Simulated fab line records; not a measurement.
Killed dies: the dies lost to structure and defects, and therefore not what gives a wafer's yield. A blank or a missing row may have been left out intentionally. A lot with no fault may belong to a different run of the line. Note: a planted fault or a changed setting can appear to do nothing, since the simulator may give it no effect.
fab line records	flow n5_finfet
record lots=8	wafers=24	last_day=18
route steps=1938 shown BEOL_M1@789 BEOL_M4@1111 PASSIVATION@1936
lots with no fault: from the same line, run without faults
start_h: hours from the record's first day to the start of the lot's first wafer shown	wait_h: time in hours since the lot's previous step	" unchanged from the row above	L1.1+2: a row that stands for several wafers	- no value, or no start given	* or withheld: withheld	< > ~ a bound
route shown NAME@n: a module of which the file shows steps, and the number in the route of the first	usual: the fault-free wafers' mean and standard deviation	same: alike in all rows	chamber/n: place in a boat	sites: per-site readings	_std_site: the values' standard deviation	_edge_site: the outer-site mean with the inner-site mean subtracted	radius_mm: for every site, how far away it sits from the centre of the wafer	mask NAME#n: copy n	behind: the last tool/chamber to shape the wafer	hold: why the lot was held/for how many hours/how that ended	device: whichever transistor did not switch (one of n, p or np)	end of line: at the end of the route, the tests of the same wafers	a step with no rows: only its recipe	killed: dies lost to structure and defects at the first sort, not the wafer's yield	map: the dies of a wafer, with x for killed, . for not killed, _ for no die there
set.NAME: the setting as run; set.NAME@STEP: as run at that earlier step	model.NAME: the simulator's own value behind a step, which no gauge read
route steps across a sampled set of lots; one table per step, one row per wafer
services: when a tool's chamber went out of use (start_h, in hours from the record's first day, below 0 if earlier), for how many hours, and the reason
## steps
# step N5_BEOL_M1_DESCUM_33
# recipe chemistry=O2	time_s=7	source_power_w=50	bias_power_w=20	pressure_mtorr=20	rf_frequency_hz=2.712e+07	temp_c=40	resist=CAR-EUV	o2_flow_sccm=225
# usual drypump_motor_current_A=5.8/0.58	oes_product_au=0.80/0.075	rf_vpp_V=242.8/1.2	showerhead_plenum_p_Torr=2.07/0.06	throttle_valve_pct=20.44/0.18
lot.wafer	tool	chamber	start_h	wait_h	drypump_motor_current_A	oes_product_au	rf_hours_counter_h	rf_vpp_V	showerhead_plenum_p_Torr	throttle_valve_pct
L564.1	rie_diel-02	3	131.81	0.2	6.8	0.82	79	244.0	2.04	20.79
L564.3	"	1	"	"	6.4	0.75	147	244.8	2.17	20.02
L564.6	"	0	"	"	5.4	0.89	-	244.8	2.13	20.18
L565.2	rie_diel-06	3	131.95	0.3	4.9	0.76	138	244.2	2.09	20.44
L565.3	"	2	"	"	5.7	0.78	123	242.4	2.00	20.43
L565.5	"	3	"	"	4.9	0.76	-	242.9	2.09	20.43
L566.2	rie_diel-04	0	138.06	0.0	6.0	0.95	18	242.6	2.05	20.24
L566.4	"	3	"	"	5.6	0.79	111	243.2	2.03	20.53
L566.6	"	2	"	"	5.2	0.72	-	241.8	2.00	20.43
L567.1	rie_diel-04	2	148.86	0.1	5.2	0.71	186	242.3	2.00	20.45
L567.4	"	1	"	"	5.1	0.89	29	244.8	2.14	20.49
L567.6	"	0	"	"	5.9	0.94	-	243.2	2.05	20.25
L572.1	rie_diel-02	1	178.72	0.2	6.4	0.73	161	243.8	2.17	20.04
L572.2	"	2	"	"	6.5	0.80	75	242.4	2.04	20.35
L572.5	"	3	"	"	6.8	0.81	-	241.9	2.03	20.81
L578.1	rie_diel-04	0	207.84	0.0	6.0	0.90	39	243.0	2.05	20.28
L578.2	"	1	"	"	5.1	0.86	48	243.9	2.13	20.49
L578.4	"	2	"	"	5.2	0.69	205	242.5	1.99	20.48
L579.1	rie_diel-06	0	218.73	0.1	6.5	0.90	25	243.8	2.14	20.31
L579.4	"	2	"	"	5.7	0.76	149	242.8	1.99	20.48
L579.6	"	1	"	"	6.0	0.70	-	243.9	2.16	20.74
L583.3	rie_diel-02	2	249.64	0.0	6.5	0.78	93	241.1	2.03	20.37
L583.4	"	3	"	"	6.8	0.78	112	242.3	2.03	20.83
L583.5	"	3	"	"	6.8	0.78	-	242.2	2.03	20.84
# step N5_BEOL_M1_ETCH_69
# recipe chemistry=CF4	target=SiARC	target_depth_a=156	mask_material=CAR-EUV	time_s=26	ion_energy_ev=80	pressure_mtorr=40	source_w=545	bias_w=36	Ar_flow_sccm=100	cf4_flow_sccm=100	ends=cleared
# usual drypump_motor_current_A=5.8/0.58	etch_rf_on_time_s=26.0/0.8	oes_product_au=0.69/0.067	rf_fwd_power_W=533.2/2.6	rf_vpp_V=183.8/1.1	showerhead_plenum_p_Torr=2.12/0.057	throttle_valve_pct=15.62/0.19
lot.wafer	tool	chamber	start_h	wait_h	drypump_motor_current_A	etch_rf_on_time_s	oes_product_au	rf_fwd_power_W	rf_hours_counter_h	rf_vpp_V	showerhead_plenum_p_Torr	throttle_valve_pct
L564.1	rie_diel-02	3	131.86	0.0	6.8	25.9	0.71	530.1	79	184.2	2.08	15.88
L564.3	"	1	"	"	6.4	25.2	0.66	531.1	147	185.4	2.22	15.32
L564.6	"	0	"	"	5.4	26.1	0.77	538.7	-	184.2	2.16	15.29
L565.2	rie_diel-06	3	132.00	0.0	4.9	27.2	0.63	531.8	138	184.1	2.15	15.70
L565.3	"	2	"	"	5.7	25.4	0.68	528.6	123	182.4	2.06	15.71
L565.5	"	3	"	"	4.9	27.0	0.63	528.1	-	183.8	2.15	15.69
L566.2	rie_diel-04	0	138.11	0.0	6.0	25.9	0.80	528.2	18	183.6	2.12	15.49
L566.4	"	3	"	"	5.6	26.1	0.67	533.6	111	183.7	2.08	15.72
L566.6	"	2	"	"	5.2	27.2	0.60	537.0	-	182.9	2.04	15.68
L567.1	rie_diel-04	2	148.91	0.0	5.2	26.9	0.61	538.3	186	183.3	2.04	15.67
L567.4	"	1	"	"	5.1	24.8	0.78	534.5	29	184.8	2.16	15.55
L567.6	"	0	"	"	6.0	25.5	0.81	531.2	-	183.5	2.12	15.51
L572.1	rie_diel-02	1	178.78	0.0	6.4	25.1	0.64	532.4	161	184.1	2.22	15.35
L572.2	"	2	"	"	6.5	26.6	0.69	531.1	75	182.5	2.08	15.40
L572.5	"	3	"	"	6.8	25.4	0.70	530.9	-	183.4	2.08	15.89
L578.1	rie_diel-04	0	207.89	0.0	6.0	25.8	0.78	531.3	39	183.9	2.11	15.52
L578.2	"	1	"	"	5.1	25.1	0.75	529.0	48	185.0	2.16	15.57
L578.4	"	2	"	"	5.2	27.2	0.59	535.4	205	184.1	2.03	15.70
L579.1	rie_diel-06	0	218.78	0.0	6.4	25.1	0.76	534.8	25	184.1	2.18	15.39
L579.4	"	2	"	"	5.7	25.2	0.66	531.5	149	184.4	2.05	15.75
L579.6	"	1	"	"	6.0	26.7	0.59	532.6	-	185.1	2.21	15.97
L583.3	rie_diel-02	2	249.69	0.0	6.5	26.9	0.66	531.8	93	182.2	2.08	15.44
L583.4	"	3	"	"	6.8	25.6	0.69	532.3	112	183.3	2.07	15.94
L583.5	"	3	"	"	6.8	25.4	0.69	534.1	-	184.3	2.07	15.94
# step N5_BEOL_M1_TRENCH_ETCH_37
# recipe chemistry=C4F6/O2	target_depth_a=552.07	target=SiOC	time_s=29	ion_energy_ev=250	pressure_mtorr=30	source_w=355	bias_w=185	Ar_flow_sccm=300	C4F6_flow_sccm=10	O2_flow_sccm=10
# usual drypump_motor_current_A=5.9/0.61	oes_f_703_au=0.80/0.072	oes_o_777_au=0.81/0.072	oes_product_au=0.81/0.073	rf_fwd_power_W=350.4/2.2	rf_vpp_V=667/12	showerhead_plenum_p_Torr=2.82/0.073	throttle_valve_pct=20.84/0.24
lot.wafer	tool	chamber	start_h	wait_h	drypump_motor_current_A	oes_f_703_au	oes_o_777_au	oes_product_au	rf_fwd_power_W	rf_hours_counter_h	rf_vpp_V	showerhead_plenum_p_Torr	throttle_valve_pct
L564.1	rie_diel-02	0	147.39	-	5.3	0.89	0.90	0.89	353.2	43	674	2.86	20.51
L564.3	"	3	"	"	6.8	0.83	0.83	0.82	351.0	83	675	2.77	21.24
L564.6	"	0	"	"	5.4	0.89	0.90	0.89	352.3	-	677	2.86	20.51
L565.2	rie_diel-04	0	147.45	-	5.9	0.92	0.92	0.96	350.1	21	677	2.81	20.76
L565.3	"	1	"	"	5.1	0.92	0.91	0.91	351.1	29	667	2.88	20.82
L565.5	"	3	"	"	5.6	0.79	0.79	0.80	352.4	-	659	2.75	20.93
L566.2	rie_diel-02	1	150.45	-	6.4	0.77	0.78	0.76	346.6	153	674	2.94	20.45
L566.4	"	3	"	"	6.8	0.83	0.83	0.83	351.1	84	676	2.77	21.22
L566.6	"	3	"	"	6.8	0.83	0.83	0.82	352.5	-	676	2.77	21.22
L567.1	rie_diel-02	3	155.24	-	6.8	0.82	0.82	0.82	349.4	86	677	2.77	21.23
L567.4	"	1	"	"	6.4	0.77	0.78	0.75	348.2	154	675	2.94	20.43
L567.6	"	3	"	"	6.8	0.82	0.83	0.82	348.1	-	675	2.77	21.21
L572.1	rie_diel-02	3	190.83	-	6.8	0.59	0.61	0.77	265.6	95	778	2.77	21.25
L572.2	"	0	"	"	5.4	0.87	0.88	0.88	353.6	56	674	2.86	20.51
L572.5	"	1	"	"	6.4	0.77	0.77	0.75	349.3	-	675	2.94	20.44
L578.1	rie_diel-06	1	209.70	-	6.0	0.70	0.71	0.70	349.9	204	662	2.92	21.09
L578.2	"	2	"	"	5.6	0.79	0.78	0.77	351.7	146	637	2.72	20.89
L578.4	"	3	"	"	4.9	0.71	0.71	0.73	347.2	162	680	2.85	21.02
L579.1	rie_diel-06	1	221.24	-	6.0	0.71	0.72	0.69	352.1	207	663	2.92	21.11
L579.4	"	2	"	"	5.7	0.79	0.78	0.76	350.8	149	639	2.72	20.88
L579.6	"	3	"	"	5.0	0.71	0.70	0.72	344.5	-	682	2.85	21.00
L583.3	rie_diel-06	3	257.51	-	4.9	0.70	0.70	0.72	345.1	176	681	2.85	21.02
L583.4	"	0	"	"	6.5	0.88	0.87	0.88	350.8	35	661	2.89	20.69
L583.5	"	2	"	"	5.7	0.78	0.77	0.75	350.8	-	642	2.71	20.91
# step N5_BEOL_M1_OCD_MEAS_38
# usual trench_depth_nm=55.1/1.3
lot.wafer	tool	chamber	start_h	wait_h	trench_depth_nm
L564.1	ocd-01	-	147.55	-	55.8
L564.3	"	-	"	"	55.1
L564.6	"	-	"	"	54.7
L565.2	ocd-02	-	147.60	-	56.7
L565.3	"	-	"	"	57.1
L565.5	"	-	"	"	56.5
L566.2	ocd-01	-	150.61	-	56.0
L566.4	"	-	"	"	55.1
L566.6	"	-	"	"	55.5
L567.1	ocd-01	-	155.39	-	55.4
L567.4	"	-	"	"	56.1
L567.6	"	-	"	"	55.9
L572.1	ocd-02	-	190.99	-	50.6
L572.2	"	-	"	"	55.9
L572.5	"	-	"	"	56.2
L578.1	ocd-02	-	209.85	-	53.4
L578.2	"	-	"	"	54.9
L578.4	"	-	"	"	53.7
L579.1	ocd-01	-	221.40	-	53.3
L579.4	"	-	"	"	55.1
L579.6	"	-	"	"	53.6
L583.3	ocd-02	-	257.67	-	53.2
L583.4	"	-	"	"	56.7
L583.5	"	-	"	"	55.0
# step N5_BEOL_M1_PRE_CLEAN_45
# recipe gas=H2/He	time_s=30	temp_c=250
# usual heater_power_w=318/40	susceptor_temp_C=250.02/0.2
lot.wafer	tool	chamber	start_h	wait_h	heater_power_w	susceptor_temp_C
L564.1	pvd_sputter-02	-	147.92	0.0	349	250.10
L564.3	"	-	"	"	312	250.05
L564.6	"	-	"	"	259	250.15
L565.2	pvd_sputter-02	-	148.08	0.0	344	249.90
L565.3	"	-	"	"	306	249.88
L565.5	"	-	"	"	262	249.92
L566.2	pvd_sputter-01	-	150.86	0.0	255	250.06
L566.4	"	-	"	"	372	250.26
L566.6	"	-	"	"	362	250.08
L567.1	pvd_sputter-01	-	157.79	0.0	359	250.20
L567.4	"	-	"	"	259	250.08
L567.6	"	-	"	"	257	250.09
L572.1	pvd_sputter-02	-	191.28	0.0	310	249.98
L572.2	"	-	"	"	257	249.86
L572.5	"	-	"	"	319	250.15
L578.1	pvd_sputter-03	-	210.13	0.0	322	249.67
L578.2	"	-	"	"	336	250.16
L578.4	"	-	"	"	298	249.88
L579.1	pvd_sputter-02	-	222.31	0.0	258	250.14
L579.4	"	-	"	"	315	250.19
L579.6	"	-	"	"	262	250.18
L583.3	pvd_sputter-01	-	258.11	0.0	395	249.87
L583.4	"	-	"	"	359	249.99
L583.5	"	-	"	"	358	250.01
# step N5_BEOL_M4_RC_MEAS_101
# usual DIBL_N=36.1/1.6	DIBL_P=35.8/2	IOFF_N=0.157/0.029	IOFF_P=0.21/0.034	ION_N=677/13	ION_P=465/8.1	SS_N=71.3/0.61	SS_P=73.2/0.65	VT_N=249/3.3	VT_P=-250/3.2
lot.wafer	tool	chamber	start_h	wait_h	DIBL_N[mV/V]	DIBL_P[mV/V]	IOFF_N[nA/um]	IOFF_P[nA/um]	ION_N[uA/um]	ION_P[uA/um]	SS_N[mV/dec]	SS_P[mV/dec]	VT_N[mV]	VT_P[mV]
L564.1	prober-02	0	208.97	0.0	36.0	33.8	0.128	0.19	644	452	70.7	72.8	254	-255
L564.3	"	0	"	"	39.0	39.3	0.195	0.27	685	472	71.7	73.7	249	-247
L564.6	"	0	"	"	35.8	34.8	0.135	0.20	658	451	71.0	73.5	253	-252
L565.2	prober-02	0	211.29	0.2	40.0	39.3	0.244	0.29	701	475	72.2	74.9	244	-246
L565.3	"	0	"	"	35.2	33.5	0.147	0.18	679	459	70.7	73.0	249	-251
L565.5	"	0	"	"	35.3	33.8	0.142	0.19	672	459	71.1	73.3	251	-251
L566.2	prober-01	0	217.49	0.2	33.4	31.8	0.111	0.16	658	455	70.3	72.7	254	-255
L566.4	"	0	"	"	35.9	34.4	0.152	0.20	693	473	70.8	72.9	248	-249
L566.6	"	0	"	"	33.6	31.7	0.112	0.16	679	467	70.9	72.5	253	-254
L567.1	prober-01	0	229.16	0.0	36.8	34.7	0.162	0.22	686	473	71.3	73.4	246	-247
L567.4	"	0	"	"	36.6	35.0	0.168	0.23	684	465	71.1	73.3	245	-246
L567.6	"	0	"	"	37.4	35.3	0.169	0.23	670	464	71.2	72.9	247	-248
L572.1	prober-01	0	257.23	0.0	33.2	31.2	0.101	0.13	667	457	70.6	72.3	255	-259
L572.2	"	0	"	"	35.7	34.0	0.127	0.16	663	454	71.1	73.0	255	-256
L572.5	"	0	"	"	34.5	32.1	0.107	0.14	642	443	71.7	72.6	258	-259
L578.1	prober-01	0	276.90	0.0	38.0	38.6	0.177	0.21	685	464	71.6	73.8	247	-251
L578.2	"	0	"	"	34.2	34.1	0.116	0.15	669	459	70.7	71.3	253	-256
L578.4	"	0	"	"	36.3	35.9	0.141	0.18	666	455	71.8	72.8	254	-251
L579.1	prober-01	0	292.55	0.3	33.9	34.0	0.114	0.19	666	461	70.4	73.0	253	-250
L579.4	"	0	"	"	35.4	34.9	0.128	0.20	654	456	70.9	72.7	254	-251
L579.6	"	0	"	"	35.3	35.1	0.133	0.21	672	468	70.9	72.8	252	-250
L583.3	prober-02	0	315.75	0.3	38.4	38.3	0.216	0.26	694	470	71.6	73.8	246	-246
L583.4	"	0	"	"	35.2	34.8	0.145	0.21	676	467	71.3	72.8	251	-248
L583.5	"	0	"	"	35.5	34.9	0.156	0.21	684	465	71.2	72.8	251	-250
# step N5_PASSIVATION_PROBE_49
# usual defect_limited_yield=91.0/1.4	killed_at_M0_to_M3=33/11	killed_at_M4_up=14/5	killed_at_contacts=11/7.3	killed_at_front_end=43/12	killed_at_other=4/3.1	killed_dies=106/17	killed_open=69/13	killed_short=34/8.7	sort_bin_5_function=5.2/0.96	sort_bin_6_memory=3.3/0.66	sort_bin_8_speed=0.00/0.012	sort_n_pass=1074/17	sort_yield_pct=91.0/1.4
# same gross_dies=1180	killed_at_back_side=0	sort_bin_4_leakage[%]=0
lot.wafer	tool	chamber	start_h	wait_h	defect_limited_yield[%]	killed_at_M0_to_M3	killed_at_M4_up	killed_at_contacts	killed_at_front_end	killed_at_other	killed_dies	killed_open	killed_short	sort_bin_5_function[%]	sort_bin_6_memory[%]	sort_bin_8_speed[%]	sort_n_pass	sort_yield_pct[%]
L564.1	prober-02	-	318.22	0.0	92.1	22	24	8	38	1	93	72	21	4.5	3.1	0	1087	92.1
L564.3	prober-02	-	318.32	0.1	90.7	36	17	5	52	0	110	80	29	5.3	3.6	0	1070	90.7
L564.6	prober-02	-	318.47	0.3	91.4	35	14	7	43	3	102	69	32	5.0	3.6	0	1078	91.4
L565.2	prober-01	-	321.58	0.1	89.7	46	19	15	38	4	122	82	37	6.0	3.8	0	1058	89.7
L565.3	prober-01	-	321.63	0.1	91.5	33	20	14	30	3	100	52	46	5.0	3.3	0	1080	91.5
L565.5	prober-01	-	321.73	0.2	90.6	32	11	14	45	9	111	73	37	5.8	3.2	0	1069	90.6
L566.2	prober-02	-	326.89	0.1	92.4	26	9	9	37	9	90	66	24	4.6	3.1	0	1090	92.4
L566.4	prober-02	-	326.99	0.2	92.0	26	9	9	45	5	94	66	28	5.6	2.1	0	1086	92.0
L566.6	prober-02	-	327.09	0.3	91.3	32	16	7	43	5	103	70	28	5.3	2.9	0	1077	91.3
L567.1	prober-01	-	336.56	0.0	90.3	41	12	15	36	11	115	73	33	5.8	3.5	0	1065	90.3
L567.4	prober-01	-	336.71	0.2	88.6	42	15	19	50	8	134	85	46	6.4	4.4	0	1046	88.6
L567.6	prober-01	-	336.81	0.3	89.3	32	15	30	41	8	126	81	36	5.7	3.9	0	1054	89.3
L572.1	prober-01	-	365.96	0.0	91.4	37	24	8	30	3	102	66	32	4.3	3.6	0	1078	91.4
L572.2	prober-01	-	366.01	0.1	92.7	40	6	13	24	3	86	53	33	4.5	2.5	0	1094	92.7
L572.5	prober-01	-	366.16	0.2	90.9	31	15	19	29	13	107	63	43	5.5	3.1	0.08	1072	90.8
L578.1	prober-01	-	389.84	0.0	91.4	34	10	5	52	1	102	71	30	5.3	3.2	0	1078	91.4
L578.2	prober-01	-	389.89	0.1	89.2	16	22	11	70	8	127	88	33	6.0	4.2	0	1053	89.2
L578.4	prober-01	-	389.99	0.2	88.6	39	11	11	63	11	135	88	40	7.4	3.4	0	1045	88.6
L579.1	prober-01	-	403.89	0.0	90.3	35	14	1	59	6	115	75	32	5.3	3.6	0	1065	90.3
L579.4	prober-01	-	404.04	0.2	92.3	30	11	3	38	9	91	62	26	4.6	2.9	0	1089	92.3
L579.6	prober-01	-	404.14	0.3	90.8	39	17	2	47	4	109	77	31	5.8	3.4	0	1071	90.8
L583.3	prober-01	-	438.28	0.1	90.9	42	16	15	30	4	107	76	28	4.3	4.4	0	1073	90.9
L583.4	prober-01	-	438.33	0.2	89.2	49	28	17	31	2	127	92	32	6.5	4.0	0	1053	89.2
L583.5	prober-01	-	438.38	0.2	91.9	40	21	4	28	2	95	72	16	4.3	3.1	0	1085	91.9
# killed by level:class
L564.1 BEOL_M4:geometric_particle:open=12 BEOL_M1:geometric_particle:open=7 BEOL_M3:geometric_particle:open=6 GATE_CUT:geometric_particle:short=6 GATE_CUT:geometric_particle:open=6 MOL_CONTACT_COAG:geometric_particle:open=6 STI_FIN_REVEAL:geometric_particle:open=5 BEOL_M2:geometric_particle:open=5
L564.3 STI_FIN_REVEAL:geometric_particle:open=26 BEOL_M0_SAQP:geometric_particle:short=10 BEOL_M1:geometric_particle:open=10 DUMMY_GATE:geometric_particle:open=9 BEOL_M4:geometric_particle:open=7 BEOL_M2:geometric_particle:open=6 MOL_CONTACT_COAG:geometric_particle:open=5 STARTING-WAFER:geometric_particle:short=5
L564.6 STI_FIN_REVEAL:geometric_particle:open=12 BEOL_M2:geometric_particle:open=9 FIN_SAQP:geometric_particle:short=7 GATE_CUT:geometric_particle:short=7 MOL_CONTACT_COAG:geometric_particle:open=7 BEOL_M1:geometric_particle:open=7 BEOL_M3:geometric_particle:open=5 GATE_CUT:geometric_particle:open=4
L565.2 MOL_CONTACT_COAG:geometric_particle:open=13 BEOL_M4:geometric_particle:open=12 BEOL_M2:geometric_particle:open=10 BEOL_M0_SAQP:geometric_particle:open=8 GATE_CUT:geometric_particle:short=7 BEOL_M0_SAQP:geometric_particle:short=7 FIN_SAQP:geometric_particle:open=6 BEOL_M3:geometric_particle:open=6
L565.3 BEOL_M4:geometric_particle:open=12 FIN_SAQP:geometric_particle:short=9 MOL_CONTACT_COAG:geometric_particle:open=9 BEOL_M0_SAQP:geometric_particle:short=8 FIN_SAQP:geometric_particle:open=6 BEOL_M0_SAQP:geometric_particle:open=6 BEOL_M0:geometric_particle:short=5 STARTING-WAFER:geometric_particle:short=5
L565.5 STI_FIN_REVEAL:geometric_particle:open=13 MOL_CONTACT_COAG:geometric_particle:open=9 BEOL_M0_SAQP:geometric_particle:open=6 BEOL_M0_SAQP:geometric_particle:short=6 DUMMY_GATE:geometric_particle:open=5 GATE_CUT:geometric_particle:open=5 STARTING-WAFER:geometric_particle:open=5 FIN_SAQP:geometric_particle:short=4
L566.2 STI_FIN_REVEAL:geometric_particle:open=11 BEOL_M1:geometric_particle:open=11 MOL_CONTACT_COAG:geometric_particle:open=9 FIN_SAQP:geometric_particle:open=7 BEOL_M0_SAQP:geometric_particle:open=7 FIN_SAQP:geometric_particle:short=5 GATE_CUT:geometric_particle:open=3 STARTING-WAFER:geometric_particle:open=3
L566.4 STI_FIN_REVEAL:geometric_particle:open=18 MOL_CONTACT_COAG:geometric_particle:open=8 BEOL_M1:geometric_particle:open=6 BEOL_M0_SAQP:geometric_particle:open=6 BEOL_M0_SAQP:geometric_particle:short=6 FIN_SAQP:geometric_particle:open=5 FIN_SAQP:geometric_particle:short=4 GATE_CUT:geometric_particle:open=3
L566.6 FIN_SAQP:geometric_particle:open=13 BEOL_M1:geometric_particle:open=9 BEOL_M0_SAQP:geometric_particle:open=8 MOL_CONTACT_COAG:geometric_particle:open=6 BEOL_M2:geometric_particle:open=6 FIN_SAQP:geometric_particle:short=5 GATE_CUT:geometric_particle:short=5 STARTING-WAFER:geometric_particle:short=5
L567.1 MOL_CONTACT_COAG:geometric_particle:open=14 BEOL_M2:geometric_particle:open=9 FIN_SAQP:geometric_particle:short=8 BEOL_M0_SAQP:geometric_particle:open=8 BEOL_M0_SAQP:geometric_particle:short=7 PASSIVATION:area_etch=7 FIN_SAQP:geometric_particle:open=6 STI_FIN_REVEAL:geometric_particle:open=5
L567.4 MOL_CONTACT_COAG:geometric_particle:open=13 FIN_SAQP:geometric_particle:open=12 BEOL_M1:geometric_particle:short=12 FIN_SAQP:geometric_particle:short=10 STI_FIN_REVEAL:geometric_particle:open=10 BEOL_M1:geometric_particle:open=8 BEOL_M3:geometric_particle:open=5 DUMMY_GATE:geometric_particle:open=4
L567.6 MOL_CONTACT_COAG:geometric_particle:open=20 MOL_CONTACT_COAG:geometric_particle:short=10 STI_FIN_REVEAL:geometric_particle:open=9 BEOL_M1:geometric_particle:open=9 BEOL_M4:geometric_particle:open=9 HKMG_FIN:area_etch=6 FIN_SAQP:geometric_particle:short=5 STI_FIN_REVEAL:geometric_particle:short=5
L572.1 BEOL_M0_SAQP:geometric_particle:short=11 BEOL_M0_SAQP:geometric_particle:open=10 STI_FIN_REVEAL:geometric_particle:open=8 MOL_CONTACT_COAG:geometric_particle:open=7 BEOL_M1:geometric_particle:open=6 BEOL_M2:geometric_particle:open=6 BEOL_M8:geometric_particle:open=6 DUMMY_GATE:geometric_particle:open=4
L572.2 MOL_CONTACT_COAG:geometric_particle:open=13 BEOL_M1:geometric_particle:open=9 BEOL_M2:geometric_particle:open=9 BEOL_M0:geometric_particle:short=6 BEOL_M1:geometric_particle:short=6 FIN_SAQP:geometric_particle:open=5 GATE_CUT:geometric_particle:short=4 BEOL_M0_SAQP:geometric_particle:short=4
L572.5 MOL_CONTACT_COAG:geometric_particle:open=12 GATE_CUT:geometric_particle:short=8 MOL_CONTACT_COAG:geometric_particle:short=7 STI_FIN_REVEAL:geometric_particle:open=6 BEOL_M4:geometric_particle:open=6 BEOL_M0_SAQP:geometric_particle:open=5 BEOL_M3:geometric_particle:open=5 BEOL_M1:geometric_particle:short=4
L578.1 STI_FIN_REVEAL:geometric_particle:open=21 FIN_SAQP:geometric_particle:short=12 FIN_SAQP:geometric_particle:open=9 BEOL_M2:geometric_particle:open=8 BEOL_M0_SAQP:geometric_particle:open=6 BEOL_M3:geometric_particle:open=6 BEOL_M0:geometric_particle:open=4 STI_FIN_REVEAL:geometric_particle:short=3
L578.2 STI_FIN_REVEAL:geometric_particle:open=26 FIN_SAQP:geometric_particle:open=17 MOL_CONTACT_COAG:geometric_particle:open=8 FIN_SAQP:geometric_particle:short=7 STI_FIN_REVEAL:geometric_particle:short=7 BEOL_M4:geometric_particle:open=6 BEOL_M5:geometric_particle:open=5 BEOL_M0_SAQP:geometric_particle:open=4
L578.4 STI_FIN_REVEAL:geometric_particle:open=23 FIN_SAQP:geometric_particle:open=16 BEOL_M0_SAQP:geometric_particle:open=12 FIN_SAQP:geometric_particle:short=11 MOL_CONTACT_COAG:geometric_particle:open=9 BEOL_M2:geometric_particle:open=7 BEOL_M3:geometric_particle:open=5 BEOL_M4:geometric_particle:open=4
L579.1 STI_FIN_REVEAL:geometric_particle:open=24 BEOL_M1:geometric_particle:open=15 STI_FIN_REVEAL:geometric_particle:short=7 BEOL_M3:geometric_particle:open=6 STARTING-WAFER:geometric_particle:short=6 HKMG_FIN:area_etch=6 BEOL_M0_SAQP:geometric_particle:short=5 BEOL_M0_SAQP:geometric_particle:open=5
L579.4 STI_FIN_REVEAL:geometric_particle:open=20 BEOL_M1:geometric_particle:open=7 BEOL_M3:geometric_particle:open=6 DUMMY_GATE:geometric_particle:open=5 BEOL_M2:geometric_particle:open=5 GATE_CUT:geometric_particle:short=4 BEOL_M0_SAQP:geometric_particle:open=4 MIM_TOP_ETCH:geometric_particle:short=4
L579.6 STI_FIN_REVEAL:geometric_particle:open=13 BEOL_M3:geometric_particle:open=10 GATE_CUT:geometric_particle:short=9 BEOL_M4:geometric_particle:open=8 ILD0:geometric_particle:open=7 BEOL_M0_SAQP:geometric_particle:open=7 BEOL_M2:geometric_particle:open=7 BEOL_M1:geometric_particle:open=6
L583.3 MOL_CONTACT_COAG:geometric_particle:open=13 BEOL_M0_SAQP:geometric_particle:open=9 BEOL_M2:geometric_particle:open=8 BEOL_M4:geometric_particle:open=8 STI_FIN_REVEAL:geometric_particle:open=7 BEOL_M0_SAQP:geometric_particle:short=7 DUMMY_GATE:geometric_particle:open=6 BEOL_M0:geometric_particle:open=5
L583.4 BEOL_M4:geometric_particle:open=18 MOL_CONTACT_COAG:geometric_particle:open=13 BEOL_M3:geometric_particle:open=11 BEOL_M2:geometric_particle:open=10 BEOL_M0_SAQP:geometric_particle:open=7 STARTING-WAFER:geometric_particle:open=6 FIN_SAQP:geometric_particle:open=6 BEOL_M0:geometric_particle:open=6
L583.5 BEOL_M1:geometric_particle:open=12 BEOL_M4:geometric_particle:open=12 BEOL_M2:geometric_particle:open=10 BEOL_M0_SAQP:geometric_particle:open=7 STI_FIN_REVEAL:geometric_particle:open=5 STARTING-WAFER:geometric_particle:open=5 BEOL_M0_SAQP:geometric_particle:short=4 HKMG_FIN:area_etch=4
## services
tool	chamber	start_h	hours	kind
pvd_sputter-01	-	116.46	0.7	repair
rie_diel-06	0	116.68	-	clean
rie_diel-06	0	116.68	-	consumable_replace:focus_ring
rie_diel-06	0	116.68	24.2	scheduled_down
rie_diel-06	0	116.68	24.2	vent_cycle
rie_diel-02	3	119.82	11.3	repair
rie_diel-02	-	136.73	2.7	repair
rie_diel-04	-	153.50	0.6	repair
rie_diel-06	1	160.12	7.3	repair
rie_diel-02	2	188.45	8.4	repair
rie_diel-06	1	198.28	9.6	repair
rie_diel-04	-	216.50	0.6	repair
rie_diel-02	1	227.08	8.1	repair
rie_diel-04	1	232.09	5.6	repair
## key
first_sign step=N5_BEOL_M1_TRENCH_ETCH_37	reading=rf_fwd_power_W	direction=down	sigmas=39	usual=*	struck=*
effect step=N5_BEOL_M1_TRENCH_ETCH_37	reading=rf_vpp_V	direction=up	sigmas=8.9	usual=667	struck=778
effect step=N5_BEOL_M1_OCD_MEAS_38	reading=trench_depth_nm	direction=down	sigmas=3.6	usual=55.1	struck=50.6
met_at N5_BEOL_M1_TRENCH_ETCH_37
struck_lots L572
struck_wafers L572.1
not_acting_at N5_BEOL_M1_DESCUM_33,N5_BEOL_M1_ETCH_69,N5_BEOL_M1_PRE_CLEAN_45
onset_between 155.24 190.83
fault kind=process_parameter_drift	tool=rie_diel-02	chamber=3	onset_h=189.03	steps=N5_BEOL_M1_TRENCH_ETCH_37	channel=source_w	offset=-85.2	shape=step	end_h=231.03	acts_in=these_recipes_only	stated=355
